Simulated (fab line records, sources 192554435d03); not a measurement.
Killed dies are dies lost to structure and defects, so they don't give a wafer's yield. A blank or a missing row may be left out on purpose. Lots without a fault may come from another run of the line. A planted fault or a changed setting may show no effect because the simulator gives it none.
Chamber matching | flow n5_finfet | N5_BEOL_M1_ETCHBACK_99 on rie_diel-03: 4 sister chambers
The step etches SiO2 in CHF3, target depth 5 nm, time 10.4 s. 4 wafers are shown with their chamber, then 7 later ones without.

WAFERS WITH THEIR CHAMBER
wafer  | chamber | throttle_valve_pct (%)
L081.1 | 0       | 17.09
L081.5 | 3       | 17.20
L084.1 | 2       | 16.91
L084.3 | 1       | 16.84

WAFERS WITHOUT THEIR CHAMBER
wafer  | throttle_valve_pct (%)
L084.4 | 17.10
L086.1 | 17.11
L086.2 | 16.92
L086.6 | 17.23
L090.1 | 16.92
L090.2 | 16.87
L090.4 | 17.23

WHICH CHAMBER EACH WENT THROUGH
wafer  | from the rows above     | in truth
L084.4 | 0                       | 0
L086.1 | 0                       | 0
L086.2 | 2                       | 2
L086.6 | 3                       | 3
L090.1 | 2                       | 2
L090.2 | can't be placed: 1 or 2 | 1
L090.4 | 3                       | 3
Placed correctly: 6 of 7. Can't be placed from these rows: 1 (the true chamber is among the candidates in 1). Placed wrongly: 0.
How it was worked out, from the rows above alone: a wafer's distance from a chamber is the root of the sum, over the readings, of the square of ((its reading less the chamber's mean) divided by the reading's scatter). The wafer belongs to the nearest chamber; if the next one is less than 2 further off, it can't be placed. A chamber's mean is the mean of its shown wafers. The scatter: with one shown wafer a chamber, the root of the mean of the squares of how far each hidden wafer lies from its nearest shown one.
